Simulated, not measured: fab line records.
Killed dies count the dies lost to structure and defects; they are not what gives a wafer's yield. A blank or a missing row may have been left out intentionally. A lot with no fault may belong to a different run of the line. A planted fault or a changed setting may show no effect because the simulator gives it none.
Chamber matching | flow n5_finfet | N5_BEOL_M8_CURE_75 on uv_cure-02 has 3 sister chambers
The step cures SiCOH lowk, time 120 s. 3 wafers are shown with their chamber, then 6 later ones without.

EACH WAFER AND ITS CHAMBER
wafer  | chamber | wafer_temp_C_max
L076.6 | 2       | 371.6
L089.4 | 0       | 372.3
L093.3 | 1       | 371.6

WAFERS MISSING THEIR CHAMBER
wafer  | wafer_temp_C_max
L090.4 | 371.7
L090.5 | 371.3
L090.6 | 371.8
L095.1 | 372.0
L095.3 | 371.6
L095.5 | 371.6

CHAMBER TAKEN BY EACH
wafer  | from the rows above          | in truth
L090.4 | can't be placed: 1 or 2      | 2
L090.5 | can't be placed: 1 or 2      | 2
L090.6 | can't be placed: 1 or 2 or 0 | 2
L095.1 | can't be placed: 0 or 1 or 2 | 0
L095.3 | can't be placed: 1 or 2      | 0
L095.5 | can't be placed: 1 or 2      | 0
Placed correctly: 0 of 6. These rows do not allow placing 6 (true chamber among the candidates in 4). Wrongly placed: 0.
How it was worked out, from the rows above alone: a wafer's distance from a chamber is the root of the sum, over the readings, of the square of ((its reading less the chamber's mean) divided by the reading's scatter). The wafer belongs to the nearest chamber; if the next one is less than 2 further off, it can't be placed. A chamber's mean is the mean of its shown wafers. The scatter: with one shown wafer a chamber, the root of the mean of the squares of how far each hidden wafer lies from its nearest shown one.
